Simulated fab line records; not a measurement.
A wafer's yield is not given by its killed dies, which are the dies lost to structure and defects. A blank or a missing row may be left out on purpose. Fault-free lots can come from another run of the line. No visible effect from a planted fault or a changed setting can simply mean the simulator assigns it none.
fab line records + flow n5Finfet
record
- lots=7
- wafers=39
route steps=1938 shown BEOL_M13@1659 MIM_BOT_LITHO@1860
startH: hours from the record's opening day to when the first of the lot's shown wafers began + waitH: time in hours since the lot's previous step + " the same as in the row above + L1.1+2: a row that stands for several wafers + - no value present, or no start provided + * or withheld: withheld + < > ~ a bound
route shown NAME@n: NAME is a module with steps in the file, n the number in the route of the first one + usual: mean/standard deviation taken from wafers without a fault + same: alike in all rows + chamber/n: place in a boat + sites: per-site readings + _std_site: the standard deviation of these + _edge_site: mean of outer sites minus mean of inner sites + radiusMm: how far each site lies from the wafer's centre + mask NAME#n: copy n + behind: the last tool/chamber to shape the wafer + hold: why the lot was held/for how many hours/how that ended + device: transistor that didn't switch, given as n, p or np + end of line: the same wafers' tests at the end of the route + where a step has no rows: the recipe by itself + killed: dies that structure and defects cost at the first sort, which is not the same as the wafer's yield + map: per-die view of a wafer (x killed, . not killed, _ where there is no die)
set.NAME: the run value of the setting; set.NAME@STEP: its run value at that earlier step + model.NAME: the simulator's own value behind a step, which no gauge read
lots run with intentionally changed settings; tables by step, rows by wafer
## steps
# step N5_BEOL_M13_ILD_DEP_00
# recipe
- material=SiOC
- targetThkA=8379.2
- tempC=350
- precursor=DEMS/O2
- pressureTorr=5
- rfW=500
- timeS=166.4
| lot.wafer | tool     | chamber | startH | waitH | set.timeS | model.SiOC_of_BEOL_M13_ILD_DEP_00.thkNm |
|-----------|----------|---------|--------|-------|-----------|-----------------------------------------|
| L075.1    | pecvd-01 | 2       | 237.43 | 0.0   | 166.4     | 849.8                                   |
| L075.2    | "        | 1       | "      | "     | 166.4     | 850.6                                   |
| L075.3    | "        | 0       | "      | "     | 248.4     | 1254                                    |
| L075.4    | "        | 1       | "      | "     | 248.4     | 1278                                    |
| L075.5    | "        | 2       | "      | "     | 166.4     | 856.6                                   |
| L075.6    | "        | 0       | "      | "     | 248.4     | 1274                                    |
| L077.1    | pecvd-02 | 0       | 247.42 | 0.0   | 166.4     | 838                                     |
| L077.2    | "        | 1       | "      | "     | 133.5     | 672.4                                   |
| L077.3    | "        | 2       | "      | "     | 166.4     | 827.8                                   |
| L077.4    | "        | 1       | "      | "     | 166.4     | 847.2                                   |
| L077.5    | "        | 2       | "      | "     | 133.5     | 683.6                                   |
| L077.6    | "        | 0       | "      | "     | 133.5     | 677.2                                   |
| L076.1    | pecvd-02 | 0       | 250.24 | 0.0   | 166.4     | 824                                     |
| L076.2    | "        | 1       | "      | "     | 166.4     | 820.4                                   |
| L076.3    | "        | 2       | "      | "     | 166.4     | 825.2                                   |
| L076.4    | "        | 1       | "      | "     | 166.4     | 839.8                                   |
| L076.5    | "        | 2       | "      | "     | 166.4     | 837                                     |
| L076.6    | "        | 0       | "      | "     | 166.4     | 835.2                                   |
| L078.1    | pecvd-01 | 2       | 264.38 | 0.0   | 166.4     | 830.6                                   |
| L078.2    | "        | 1       | "      | "     | 166.4     | 837.4                                   |
| L078.3    | "        | 0       | "      | "     | 166.4     | 847                                     |
| L078.4    | "        | 2       | "      | "     | 166.4     | 845.4                                   |
| L078.5    | "        | 1       | "      | "     | 166.4     | 851.8                                   |
| L078.6    | "        | 0       | "      | "     | 166.4     | 850.6                                   |
| L081.1    | pecvd-02 | 2       | 271.00 | 0.0   | 166.4     | 836                                     |
| L081.4    | "        | 2       | "      | "     | 166.4     | 843                                     |
| L081.6    | "        | 0       | "      | "     | 166.4     | 850.4                                   |
| L084.1    | pecvd-04 | 1       | 295.85 | 0.0   | 166.4     | 824                                     |
| L084.2    | "        | 2       | "      | "     | 166.4     | 823                                     |
| L084.3    | "        | 0       | "      | "     | 166.4     | 818.2                                   |
| L084.4    | "        | 0       | "      | "     | 166.4     | 842.4                                   |
| L084.5    | "        | 1       | "      | "     | 166.4     | 830.4                                   |
| L084.6    | "        | 2       | "      | "     | 166.4     | 832.8                                   |
| L090.1    | pecvd-04 | 1       | 329.90 | 0.0   | 166.4     | 834.2                                   |
| L090.2    | "        | 2       | "      | "     | 166.4     | 840.8                                   |
| L090.3    | "        | 0       | "      | "     | 166.4     | 828.6                                   |
| L090.4    | "        | 1       | "      | "     | 100.4     | 509.6                                   |
| L090.5    | "        | 2       | "      | "     | 100.4     | 512                                     |
| L090.6    | "        | 0       | "      | "     | 100.4     | 504.6                                   |
# step N5_BEOL_M13_THK_MEAS_01
# recipe
- reads=SiOC_of_BEOL_M13_ILD_DEP_00
# usual
- M13_ILD_THK=839/11
| lot.wafer | tool         | chamber | startH | waitH | set.timeS@BEOL_M13_ILD_DEP_00 | M13_ILD_THK[nm] |
|-----------|--------------|---------|--------|-------|-------------------------------|-----------------|
| L075.1    | filmMetro-01 | -       | 237.58 | 0.1   | 166.4                         | 850             |
| L075.2    | "            | -       | "      | "     | 166.4                         | 850             |
| L075.3    | "            | -       | "      | "     | 248.4                         | 1255            |
| L075.4    | "            | -       | "      | "     | 248.4                         | 1279            |
| L075.5    | "            | -       | "      | "     | 166.4                         | 857             |
| L075.6    | "            | -       | "      | "     | 248.4                         | 1273            |
| L077.1    | filmMetro-01 | -       | 247.57 | 0.1   | 166.4                         | 838             |
| L077.2    | "            | -       | "      | "     | 133.5                         | 673             |
| L077.3    | "            | -       | "      | "     | 166.4                         | 828             |
| L077.4    | "            | -       | "      | "     | 166.4                         | 847             |
| L077.5    | "            | -       | "      | "     | 133.5                         | 684             |
| L077.6    | "            | -       | "      | "     | 133.5                         | 677             |
| L076.1    | filmMetro-01 | -       | 250.39 | 0.1   | 166.4                         | 824             |
| L076.2    | "            | -       | "      | "     | 166.4                         | 821             |
| L076.3    | "            | -       | "      | "     | 166.4                         | 826             |
| L076.4    | "            | -       | "      | "     | 166.4                         | 840             |
| L076.5    | "            | -       | "      | "     | 166.4                         | 837             |
| L076.6    | "            | -       | "      | "     | 166.4                         | 835             |
| L078.1    | filmMetro-02 | -       | 264.53 | 0.1   | 166.4                         | 830             |
| L078.2    | "            | -       | "      | "     | 166.4                         | 838             |
| L078.3    | "            | -       | "      | "     | 166.4                         | 847             |
| L078.4    | "            | -       | "      | "     | 166.4                         | 846             |
| L078.5    | "            | -       | "      | "     | 166.4                         | 852             |
| L078.6    | "            | -       | "      | "     | 166.4                         | 851             |
| L081.1    | filmMetro-01 | -       | 271.15 | 0.1   | 166.4                         | 836             |
| L081.4    | "            | -       | "      | "     | 166.4                         | 843             |
| L081.6    | "            | -       | "      | "     | 166.4                         | 850             |
| L084.1    | filmMetro-02 | -       | 296.00 | 0.1   | 166.4                         | 825             |
| L084.2    | "            | -       | "      | "     | 166.4                         | 823             |
| L084.3    | "            | -       | "      | "     | 166.4                         | 818             |
| L084.4    | "            | -       | "      | "     | 166.4                         | 842             |
| L084.5    | "            | -       | "      | "     | 166.4                         | 831             |
| L084.6    | "            | -       | "      | "     | 166.4                         | 833             |
| L090.1    | filmMetro-01 | -       | 330.05 | 0.1   | 166.4                         | 835             |
| L090.2    | "            | -       | "      | "     | 166.4                         | 841             |
| L090.3    | "            | -       | "      | "     | 166.4                         | 829             |
| L090.4    | "            | -       | "      | "     | 100.4                         | 509             |
| L090.5    | "            | -       | "      | "     | 100.4                         | 512             |
| L090.6    | "            | -       | "      | "     | 100.4                         | 505             |
# step N5_BEOL_M13_COAT_58
# recipe
- resist=BARC
- tempC=205
- timeS=60
- spinRpm=1500
- resistThkNm=89
# step N5_BEOL_M13_COAT_04
# recipe
- spinRpm=1625
- resistThkNm=400
# step N5_BEOL_M13_DESCUM_15
# recipe
- chemistry=O2
- timeS=7.9
- sourcePowerW=50
- biasPowerW=20
- pressureMtorr=20
- rfFrequencyHz=2.712e+07
- tempC=40
- o2FlowSccm=225
# step N5_BEOL_M13_ETCH_59
# recipe
- chemistry=N2/H2
- target=BARC
- targetDepthA=890
- overetchA=267
- timeS=67.9
- ionEnergyEv=200
- pressureMtorr=30
- sourceW=840
- biasW=150
- n2FlowSccm=200
- h2FlowSccm=200
# step N5_BEOL_M13_VIA_ETCH_16
# recipe
- chemistry=C4F8/O2/Ar
- target=SiOC
- pressureMtorr=30
- sourceW=3000
- biasW=700
- Ar_flow_sccm=400
- C4F8_flow_sccm=15
- O2_flow_sccm=8
- heInnerTorr=15
- heOuterTorr=30
- targetDepthA=9217
- timeS=withheld
- ionEnergyEv=250
- ends=cleared
| lot.wafer | tool       | chamber | startH | waitH | set.timeS@BEOL_M13_ILD_DEP_00 | model.etch.depthNm | model.coat_of_BEOL_M13_COAT_04.thkNm |
|-----------|------------|---------|--------|-------|-------------------------------|--------------------|--------------------------------------|
| L075.1    | rieDiel-02 | 1       | 238.19 | 0.0   | *                             | 849.9              | 67.2                                 |
| L075.2    | "          | 2       | "      | "     | *                             | 850.6              | 65                                   |
| L075.3    | "          | 0       | "      | "     | *                             | 1254               | 0                                    |
| L075.4    | "          | 0       | "      | "     | *                             | 1278               | 0                                    |
| L075.5    | "          | 2       | "      | "     | *                             | 856.7              | 64.6                                 |
| L075.6    | "          | 1       | "      | "     | *                             | 1274               | 0                                    |
| L077.1    | rieDiel-01 | 1       | 248.05 | 0.0   | *                             | 838                | 69.8                                 |
| L077.2    | "          | 0       | "      | "     | *                             | 672.4              | 120                                  |
| L077.3    | "          | 3       | "      | "     | *                             | 827.8              | 73                                   |
| L077.4    | "          | 2       | "      | "     | *                             | 847.1              | 66                                   |
| L077.5    | "          | 1       | "      | "     | *                             | 683.6              | 115.8                                |
| L077.6    | "          | 2       | "      | "     | *                             | 677.2              | 115.8                                |
| L076.1    | rieDiel-01 | 1       | 250.99 | 0.0   | *                             | 824                | 76.2                                 |
| L076.2    | "          | 2       | "      | "     | *                             | 820.5              | 75.2                                 |
| L076.3    | "          | 3       | "      | "     | *                             | 825.3              | 75.6                                 |
| L076.4    | "          | 0       | "      | "     | *                             | 839.8              | 71.8                                 |
| L076.5    | "          | 0       | "      | "     | *                             | 837                | 72.8                                 |
| L076.6    | "          | 1       | "      | "     | *                             | 835.3              | 72.6                                 |
| L078.1    | rieDiel-02 | 3       | 265.14 | 0.0   | *                             | 830.7              | 73.2                                 |
| L078.2    | "          | 0       | "      | "     | *                             | 837.4              | 70.8                                 |
| L078.3    | "          | 2       | "      | "     | *                             | 847                | 67.6                                 |
| L078.4    | "          | 1       | "      | "     | *                             | 845.3              | 67.6                                 |
| L078.5    | "          | 0       | "      | "     | *                             | 851.8              | 65.2                                 |
| L078.6    | "          | 3       | "      | "     | *                             | 850.5              | 68                                   |
| L081.1    | rieDiel-02 | 1       | 271.81 | 0.0   | *                             | 836.1              | 69.2                                 |
| L081.4    | "          | 3       | "      | "     | *                             | 842.9              | 68.4                                 |
| L081.6    | "          | 1       | "      | "     | *                             | 850.4              | 66.2                                 |
| L084.1    | rieDiel-06 | 1       | 296.48 | 0.0   | *                             | 824.1              | 75.2                                 |
| L084.2    | "          | 2       | "      | "     | *                             | 823                | 76.4                                 |
| L084.3    | "          | 0       | "      | "     | *                             | 818.2              | 74.2                                 |
| L084.4    | "          | 3       | "      | "     | *                             | 842.4              | 69                                   |
| L084.5    | "          | 0       | "      | "     | *                             | 830.4              | 72.2                                 |
| L084.6    | "          | 3       | "      | "     | *                             | 832.9              | 70                                   |
| L090.1    | rieDiel-01 | 2       | 330.77 | 0.0   | *                             | 834.2              | 70                                   |
| L090.2    | "          | 3       | "      | "     | *                             | 840.8              | 68.8                                 |
| L090.3    | "          | 1       | "      | "     | *                             | 828.6              | 74.4                                 |
| L090.4    | "          | 0       | "      | "     | *                             | 509.5              | 169.2                                |
| L090.5    | "          | 1       | "      | "     | *                             | 512                | 166.4                                |
| L090.6    | "          | 2       | "      | "     | *                             | 504.6              | 167.6                                |
# step N5_BEOL_M13_STRIP_63
# recipe
- chemistry=N2/H2
- powerW=1000
- tempC=250
- h2Frac=0.65
- overashFraction=0.3
- pressureMtorr=1000
- n2FlowSccm=1750
- h2FlowSccm=3250
# usual
- oesProductAu=0.673/0.0047
- stripTimeToEndpointS=27.7/1
| lot.wafer | tool           | chamber | startH | waitH | set.timeS@BEOL_M13_ILD_DEP_00 | oesProductAu | stripTimeToEndpointS |
|-----------|----------------|---------|--------|-------|-------------------------------|--------------|----------------------|
| L075.1    | plasmaAsher-02 | 0       | 238.42 | -     | 166.4                         | 0.666        | 26.8                 |
| L075.2    | "              | 1       | "      | "     | 166.4                         | 0.681        | 26.2                 |
| L075.3    | "              | 0       | "      | "     | 248.4                         | 0.232        | 0.0                  |
| L075.4    | "              | 1       | "      | "     | 248.4                         | 0.231        | 0.0                  |
| L075.5    | "              | 1       | "      | "     | 166.4                         | 0.678        | 26.1                 |
| L075.6    | "              | 0       | "      | "     | 248.4                         | 0.231        | 0.0                  |
| L077.1    | plasmaAsher-01 | 1       | 248.29 | -     | 166.4                         | 0.676        | 27.6                 |
| L077.2    | "              | 0       | "      | "     | 133.5                         | 0.694        | 41.7                 |
| L077.3    | "              | 1       | "      | "     | 166.4                         | 0.677        | 28.5                 |
| L077.4    | "              | 0       | "      | "     | 166.4                         | 0.677        | 26.5                 |
| L077.5    | "              | 0       | "      | "     | 133.5                         | 0.689        | 40.6                 |
| L077.6    | "              | 1       | "      | "     | 133.5                         | 0.689        | 40.5                 |
| L076.1    | plasmaAsher-01 | 1       | 251.23 | -     | 166.4                         | 0.671        | 29.5                 |
| L076.2    | "              | 0       | "      | "     | 166.4                         | 0.683        | 29.2                 |
| L076.3    | "              | 0       | "      | "     | 166.4                         | 0.676        | 29.3                 |
| L076.4    | "              | 1       | "      | "     | 166.4                         | 0.680        | 28.2                 |
| L076.5    | "              | 0       | "      | "     | 166.4                         | 0.675        | 28.5                 |
| L076.6    | "              | 1       | "      | "     | 166.4                         | 0.673        | 28.4                 |
| L078.1    | plasmaAsher-02 | 1       | 265.38 | -     | 166.4                         | 0.681        | 28.6                 |
| L078.2    | "              | 0       | "      | "     | 166.4                         | 0.666        | 27.9                 |
| L078.3    | "              | 1       | "      | "     | 166.4                         | 0.673        | 27.0                 |
| L078.4    | "              | 0       | "      | "     | 166.4                         | 0.670        | 26.9                 |
| L078.5    | "              | 0       | "      | "     | 166.4                         | 0.672        | 26.3                 |
| L078.6    | "              | 1       | "      | "     | 166.4                         | 0.674        | 27.1                 |
| L081.1    | plasmaAsher-02 | 1       | 272.04 | -     | 166.4                         | 0.676        | 27.4                 |
| L081.4    | "              | 1       | "      | "     | 166.4                         | 0.673        | 27.2                 |
| L081.6    | "              | 0       | "      | "     | 166.4                         | 0.672        | 26.5                 |
| L084.1    | plasmaAsher-02 | 0       | 296.72 | -     | 166.4                         | 0.683        | 29.2                 |
| L084.2    | "              | 1       | "      | "     | 166.4                         | 0.674        | 29.6                 |
| L084.3    | "              | 0       | "      | "     | 166.4                         | 0.676        | 28.9                 |
| L084.4    | "              | 1       | "      | "     | 166.4                         | 0.668        | 27.4                 |
| L084.5    | "              | 0       | "      | "     | 166.4                         | 0.671        | 28.3                 |
| L084.6    | "              | 1       | "      | "     | 166.4                         | 0.674        | 27.7                 |
| L090.1    | plasmaAsher-02 | 1       | 331.01 | -     | 166.4                         | 0.672        | 27.7                 |
| L090.2    | "              | 0       | "      | "     | 166.4                         | 0.676        | 27.3                 |
| L090.3    | "              | 1       | "      | "     | 166.4                         | 0.669        | 29.0                 |
| L090.4    | "              | 0       | "      | "     | 100.4                         | 0.700        | 54.6                 |
| L090.5    | "              | 1       | "      | "     | 100.4                         | 0.703        | 54.0                 |
| L090.6    | "              | 0       | "      | "     | 100.4                         | 0.706        | 54.3                 |
# step N5_MIM_BOT_LITHO_DEVELOP_07
# recipe
- developTimeS=60
- rinseLiquid=diw
- dry=airSpin
- devTempC=21
| lot.wafer        | tool          | chamber | startH | waitH | set.developTimeS |
|------------------|---------------|---------|--------|-------|------------------|
| L075.1+3+5       | lithoTrack-01 | 0       | -      | -     | 90.46            |
| L075.2+4+6       | "             | 0       | "      | "     | 60               |
| L077.1+2+3+4+5+6 | lithoTrack-04 | 0       | -      | -     | 60               |
| L076.1+2+3+4+5+6 | lithoTrack-05 | 0       | -      | -     | 60               |
| L078.1+4+6       | lithoTrack-04 | 0       | -      | -     | 45.4             |
| L078.2+3+5       | "             | 0       | "      | "     | 60               |
| L081.1+4+6       | lithoTrack-01 | 0       | -      | -     | 60               |
| L084.1+3+5       | lithoTrack-01 | 0       | -      | -     | 60               |
| L084.2+4+6       | "             | 0       | "      | "     | 78.69            |
| L090.1+3+5       | lithoTrack-05 | 0       | -      | -     | 60               |
| L090.2+4+6       | "             | 0       | "      | "     | 84.8             |
# step N5_MIM_BOT_LITHO_HARDBAKE_09
# recipe
- tempC=130
- timeS=120
# step N5_MIM_BOT_LITHO_CD_MEAS_08
# recipe
- targetCdNm=3000
- landingEnergyEv=500
- detector=seInlens
- polarity=opening
# usual
- cdNm=3000.9/1.4
| lot.wafer | tool     | chamber | startH | waitH | set.developTimeS@MIM_BOT_LITHO_DEVELOP_07 | cdNm   |
|-----------|----------|---------|--------|-------|-------------------------------------------|--------|
| L075.1    | cdSem-03 | 0       | 258.42 | -     | 90.46                                     | 3008.7 |
| L075.2    | "        | 0       | "      | "     | 60                                        | 3002.3 |
| L075.3    | "        | 0       | "      | "     | 90.46                                     | 3011.3 |
| L075.4    | "        | 0       | "      | "     | 60                                        | 3002.0 |
| L075.5    | "        | 0       | "      | "     | 90.46                                     | 3008.6 |
| L075.6    | "        | 0       | "      | "     | 60                                        | 3001.4 |
| L077.1    | cdSem-03 | 0       | 270.04 | -     | 60                                        | 3000.5 |
| L077.2    | "        | 0       | "      | "     | 60                                        | 3002.3 |
| L077.3    | "        | 0       | "      | "     | 60                                        | 3000.2 |
| L077.4    | "        | 0       | "      | "     | 60                                        | 3000.4 |
| L077.5    | "        | 0       | "      | "     | 60                                        | 3001.6 |
| L077.6    | "        | 0       | "      | "     | 60                                        | 3000.5 |
| L076.1    | cdSem-02 | 0       | 270.24 | -     | 60                                        | 2999.2 |
| L076.2    | "        | 0       | "      | "     | 60                                        | 3000.0 |
| L076.3    | "        | 0       | "      | "     | 60                                        | 3000.2 |
| L076.4    | "        | 0       | "      | "     | 60                                        | 3000.6 |
| L076.5    | "        | 0       | "      | "     | 60                                        | 2999.9 |
| L076.6    | "        | 0       | "      | "     | 60                                        | 2999.5 |
| L078.1    | cdSem-03 | 0       | 284.74 | -     | 45.4                                      | 2997.2 |
| L078.2    | "        | 0       | "      | "     | 60                                        | 3002.3 |
| L078.3    | "        | 0       | "      | "     | 60                                        | 3002.1 |
| L078.4    | "        | 0       | "      | "     | 45.4                                      | 2996.2 |
| L078.5    | "        | 0       | "      | "     | 60                                        | 3003.6 |
| L078.6    | "        | 0       | "      | "     | 45.4                                      | 2997.0 |
| L081.1    | cdSem-01 | 0       | 295.86 | -     | 60                                        | 2999.1 |
| L081.4    | "        | 0       | "      | "     | 60                                        | 2999.4 |
| L081.6    | "        | 0       | "      | "     | 60                                        | 3001.3 |
| L084.1    | cdSem-02 | 0       | 324.32 | -     | 60                                        | 3000.1 |
| L084.2    | "        | 0       | "      | "     | 78.69                                     | 3005.7 |
| L084.3    | "        | 0       | "      | "     | 60                                        | 3001.7 |
| L084.4    | "        | 0       | "      | "     | 78.69                                     | 3008.2 |
| L084.5    | "        | 0       | "      | "     | 60                                        | 3002.9 |
| L084.6    | "        | 0       | "      | "     | 78.69                                     | 3005.0 |
| L090.1    | cdSem-01 | 0       | 350.01 | -     | 60                                        | 3001.3 |
| L090.2    | "        | 0       | "      | "     | 84.8                                      | 3008.5 |
| L090.3    | "        | 0       | "      | "     | 60                                        | 3001.1 |
| L090.4    | "        | 0       | "      | "     | 84.8                                      | 3008.2 |
| L090.5    | "        | 0       | "      | "     | 60                                        | 3001.5 |
| L090.6    | "        | 0       | "      | "     | 84.8                                      | 3007.4 |
## key
split
- step=N5_BEOL_M13_ILD_DEP_00
- setting=timeS
- stated=166.4
- by=wafer
response
- step=N5_BEOL_M13_ILD_DEP_00
- reading=model.SiOC_of_BEOL_M13_ILD_DEP_00.thkNm
- change=+8.33
- per=1%
- r=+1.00
response
- step=N5_BEOL_M13_THK_MEAS_01
- reading=M13_ILD_THK
- change=+8.34
- per=1%
- r=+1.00
response
- step=N5_BEOL_M13_VIA_ETCH_16
- reading=model.etch.depthNm
- change=+8.33
- per=1%
- r=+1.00
response
- step=N5_BEOL_M13_VIA_ETCH_16
- reading=model.coat_of_BEOL_M13_COAT_04.thkNm
- change=-1.82
- per=1%
- r=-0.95
response
- step=N5_BEOL_M13_STRIP_63
- reading=oesProductAu
- shape=bent
- atLowest=0.703
- atStated=0.674
- atHighest=0.231
response
- step=N5_BEOL_M13_STRIP_63
- reading=stripTimeToEndpointS
- shape=bent
- atLowest=*
- atStated=*
- atHighest=*
split
- step=N5_MIM_BOT_LITHO_DEVELOP_07
- setting=developTimeS
- stated=60
- by=wafer
response
- step=N5_MIM_BOT_LITHO_CD_MEAS_08
- reading=cdNm
- change=+0.164
- per=1%
- r=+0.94
